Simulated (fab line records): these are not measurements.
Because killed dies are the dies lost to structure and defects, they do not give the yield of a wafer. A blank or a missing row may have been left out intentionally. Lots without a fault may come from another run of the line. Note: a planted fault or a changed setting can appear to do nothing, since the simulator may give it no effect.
A lot that was struck, set against a sound lot || flow n5 finfet || 36 steps out of a route of 1938
Sound: the wafers L527.2, L527.3, L527.6. Struck: wafer L531.6. (L531.3, L531.4 of the same lot were not struck and are left out.) The cause comes at the end.
At each step with rows: each side's tool, then ch and its chambers, then its first start. Under that, the readings that differ: sound wafers || struck wafers || difference of the means || sigmas: that difference in standard deviations of wafers without a fault.
alike: readings whose means differ by less than 2 such deviations, and words and numbers that are the same on both sides. not compared: withheld readings, readings that some wafer has no value for, bounds like >300 that may hide the same value, and numbers for which the record gives no deviation and whose values overlap.
The two part at a step that has a row with sigmas, a row that says differs or no value, or rows on one side only. Numbers that have no deviation but don't overlap get no sigmas and don't part them. A reading missing from all wafers of one side parts the sides only when that side holds two or more wafers.

first, 10 steps without rows for these wafers: N5_FIN_SAQP_ETCH_67 (etches SiNx in CH3F/O2, target depth 30 nm); N5_FIN_SAQP_STRIP_70 (strips in N2/H2); N5_FIN_SAQP_RECESS_71 (chemistry HF/NH3, target SiO2, target depth 3 nm, afs cycles 1, sublimation time 60 s); N5_FIN_SAQP_SPACER2_ALD_28 (deposits SiO2, target thk 8.1 nm, pulse time 1 s, purge time 2 s); N5_FIN_SAQP_SPACER2_ETCHBACK_29 (etches SiO2 in CHF3/O2, target depth 12.2 nm, time 6.1 s); N5_FIN_SAQP_MANDREL2_REMOVE_60 (chemistry HBr/Cl2/O2, target a-Si, stops on SiNx, bt time 10 s); N5_FIN_SAQP_HM_OPEN_33 (chemistry CH3F/O2, target SiNx, target depth 49.4 nm, time 70.6 s); N5_FIN_SAQP_ETCH_34 (etches SiO2 in C4F6/O2, target depth 45 nm, time 15 s); N5_FIN_SAQP_STRIP_77 (strips in N2/H2, time 90 s); N5_FIN_SAQP_ETCH_64 (etches SiO2 in CF4, target depth 1.5 nm).
N5_FIN_SAQP_FIN_ETCH_36: etches the open film in HBr/Cl2/O2, target depth 120 nm, time 50.4 s.
  sound on rie si-03 ch 0,3, day 5 14:34; struck on rie si-03 ch 0, day 6 15:03
{"reading": "oes product au (a.u.)", "sound": "0.968 0.960 0.961", "struck": 0.744, "difference": -0.219, "sigmas": -10}
{"reading": "throttle valve pct (%)", "sound": "35.9 36.5 36.0", "struck": 36.9, "difference": "+0.8", "sigmas": "+3"}
{"reading": "model.FIN_SAQP.feature depth nm (nm)", "sound": "118.2 114.8 118", "struck": 77.8, "difference": -39.2, "sigmas": ""}
{"reading": "model.etch.depth nm (nm)", "sound": "118.3 114.8 118", "struck": 77.83, "difference": -39.20, "sigmas": ""}
{"reading": "model.SiNx_of_FIN_SAQP_HM_DEP_03.thk nm (nm)", "sound": "19.8 21.2 21.6", "struck": 25.8, "difference": "+4.9", "sigmas": ""}
  alike: drypump motor current A, oes_o_777_au
  not compared: rf hours counter h
then, 3 steps without rows for these wafers: N5_FIN_SAQP_PRECLEAN_38 (cleans in O3/DIW, time 45 s); N5_FIN_SAQP_PRECLEAN_45 (cleans in dHF, time 10 s); N5_FIN_SAQP_SRD_39 (time 30 s).
N5_FIN_SAQP_OCD_MEAS_76:
  struck on ocd-01, day 6 15:16; sound on ocd-01, day 5 14:47
{"reading": "trench depth nm (nm)", "sound": "118 115 118", "struck": 78, "difference": -39, "sigmas": -13}
then, 20 steps without rows for these wafers: N5_FIN_CUT_COAT_18 (time 60 s, resist thk 230 nm); N5_FIN_CUT_COAT_19 (time 60 s, resist thk 20 nm); N5_FIN_CUT_COAT_29 (time 60 s, resist thk 10 nm); N5_FIN_CUT_COAT_02 (resist thk 30 nm); N5_FIN_CUT_EBR_04; N5_FIN_CUT_SOFTBAKE_03 (time 60 s); N5_FIN_CUT_EXPOSE_05 (exposes mask FIN CUT); N5_FIN_CUT_PEB_06 (peb time 60 s); N5_FIN_CUT_DEVELOP_07 (develop time 30 s); N5_FIN_CUT_DESCUM_13 (chemistry O2, time 7 s); N5_FIN_CUT_ETCH_30 (etches underlayer in N2/H2, target depth 13 nm, time 10.4 s); N5_FIN_CUT_ETCH_20 (etches SiARC in CF4, target depth 26 nm, time 43.3 s); N5_FIN_CUT_ETCH_21 (etches SOC in N2/H2, target depth 219 nm, overetch 43.8 nm, time 523.5 s); N5_FIN_CUT_STRIP_23 (strips in N2/H2); N5_FIN_CUT_STRIP_31 (strips in N2/H2); N5_FIN_CUT_STRIP_24 (strips in CF4); N5_FIN_CUT_CUT_ETCH_26 (etches SiNx in CH3F/O2, target depth 39 nm, time 55.7 s); N5_FIN_CUT_CUT_ETCH_27 (etches SiO2 in CHF3/O2, target depth 4 nm, overetch 2 nm, time 4.9 s); N5_FIN_CUT_PRECLEAN_35 (cleans in vHF, time 13.3 s); N5_FIN_CUT_CUT_ETCH_15 (etches Si in HBr/Cl2/O2, target depth 100 nm, bt time 10 s, time 42.4 s).
N5_STI_FIN_REVEAL_RECESS_09: chemistry HF/NH3, target SiO2, afs cycles 11, target depth 42.5 nm, sublimation time 60 s.
  sound on vapor etch-01 ch 0,1, day 5 23:05; struck on vapor etch-02 ch 1, day 7 01:07
{"reading": "drypump motor current A (A)", "sound": "6.16 5.91 5.97", "struck": 6.41, "difference": "+0.40", "sigmas": "+2"}
{"reading": "model.SiNx_of_FIN_SAQP_HM_DEP_03.thk nm (nm)", "sound": "16.8 18.2 18.8", "struck": 23, "difference": "+5", "sigmas": ""}
  alike: sublimation temp c

WHERE THEY PART
Last at N5_STI_FIN_REVEAL_RECESS_09 as far as this record goes, first at N5_FIN_SAQP_FIN_ETCH_36.

WHY: what had been put in by the simulator
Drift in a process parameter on rie si-03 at N5_FIN_SAQP_FIN_ETCH_36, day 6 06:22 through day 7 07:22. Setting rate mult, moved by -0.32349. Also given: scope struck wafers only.
